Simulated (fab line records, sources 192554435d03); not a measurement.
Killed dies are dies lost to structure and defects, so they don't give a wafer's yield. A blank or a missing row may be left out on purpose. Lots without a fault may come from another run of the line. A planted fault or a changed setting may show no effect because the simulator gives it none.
Chamber matching | flow n5_finfet | N5_BEOL_M0_SAQP_ETCH_84 on rie_diel-01: 4 sister chambers
The step etches SOC in N2/H2, target depth 100 nm, overetch 20 nm, time 150 s. 24 wafers are shown with their chamber, then 12 later ones without.

WAFERS WITH THEIR CHAMBER
wafer  | chamber | showerhead_plenum_p_Torr (Torr) | drypump_motor_current_A (A) | throttle_valve_pct (%)
L074.1 | 1       | 2.60                            | 5.5                         | 17.43
L074.2 | 3       | 2.58                            | 5.2                         | 17.95
L074.6 | 1       | 2.60                            | 5.5                         | 17.40
L076.1 | 0       | 2.72                            | 6.8                         | 17.77
L076.3 | 1       | 2.59                            | 5.5                         | 17.41
L076.4 | 0       | 2.72                            | 6.8                         | 17.78
L078.1 | 0       | 2.72                            | 6.7                         | 17.78
L078.2 | 1       | 2.59                            | 5.5                         | 17.45
L078.5 | 1       | 2.59                            | 5.5                         | 17.43
L079.1 | 0       | 2.72                            | 6.7                         | 17.78
L079.5 | 0       | 2.72                            | 6.7                         | 17.79
L079.6 | 2       | 2.49                            | 5.3                         | 17.69
L081.3 | 2       | 2.49                            | 5.3                         | 17.67
L081.4 | 2       | 2.49                            | 5.3                         | 17.68
L081.5 | 1       | 2.59                            | 5.5                         | 17.44
L082.1 | 1       | 2.59                            | 5.5                         | 17.45
L082.3 | 2       | 2.49                            | 5.3                         | 17.67
L082.4 | 0       | 2.71                            | 6.8                         | 17.79
L083.4 | 3       | 2.58                            | 5.2                         | 17.95
L083.5 | 2       | 2.49                            | 5.4                         | 17.69
L083.6 | 3       | 2.58                            | 5.3                         | 17.93
L085.1 | 3       | 2.58                            | 5.2                         | 17.94
L085.3 | 0       | 2.71                            | 6.7                         | 17.81
L085.6 | 3       | 2.58                            | 5.2                         | 17.95

SIGNATURES (means of the wafers above)
reading                  | chamber 0 | chamber 1 | chamber 2 | chamber 3 | scatter within a chamber
showerhead_plenum_p_Torr | 2.7171    | 2.5929    | 2.4900    | 2.5800    | 0.00378
drypump_motor_current_A  | 6.743     | 5.500     | 5.320     | 5.220     | 0.0407
throttle_valve_pct       | 17.7857   | 17.4300   | 17.6800   | 17.9440   | 0.0139
Rule: a wafer's distance from a chamber is the root of the sum, over the readings, of the square of ((its reading less the chamber's mean) divided by the reading's scatter). The wafer belongs to the nearest chamber; if the next one is less than 2 further off, it can't be placed. The scatter: the root of (the sum of the squares of (reading less its chamber's mean) over the shown wafers, divided by (wafers less chambers)).

WAFERS WITHOUT THEIR CHAMBER
wafer  | showerhead_plenum_p_Torr (Torr) | drypump_motor_current_A (A) | throttle_valve_pct (%)
L091.1 | 2.57                            | 5.2                         | 17.96
L091.2 | 2.58                            | 5.5                         | 17.46
L091.4 | 2.71                            | 6.8                         | 17.82
L093.1 | 2.71                            | 6.7                         | 17.81
L093.2 | 2.48                            | 5.3                         | 17.71
L093.3 | 2.57                            | 5.2                         | 17.97
L093.4 | 2.58                            | 5.5                         | 17.49
L093.5 | 2.57                            | 5.2                         | 17.97
L093.6 | 2.48                            | 5.3                         | 17.69
L095.4 | 2.48                            | 5.3                         | 17.73
L095.5 | 2.48                            | 5.4                         | 17.71
L095.6 | 2.58                            | 5.5                         | 17.47

WHICH CHAMBER EACH WENT THROUGH
wafer  | from the rows above | in truth
L091.1 | 3                   | 3
L091.2 | 1                   | 1
L091.4 | 0                   | 0
L093.1 | 0                   | 0
L093.2 | 2                   | 2
L093.3 | 3                   | 3
L093.4 | 1                   | 1
L093.5 | 3                   | 3
L093.6 | 2                   | 2
L095.4 | 2                   | 2
L095.5 | 2                   | 2
L095.6 | 1                   | 1
Placed correctly: 12 of 12. Can't be placed from these rows: 0. Placed wrongly: 0.
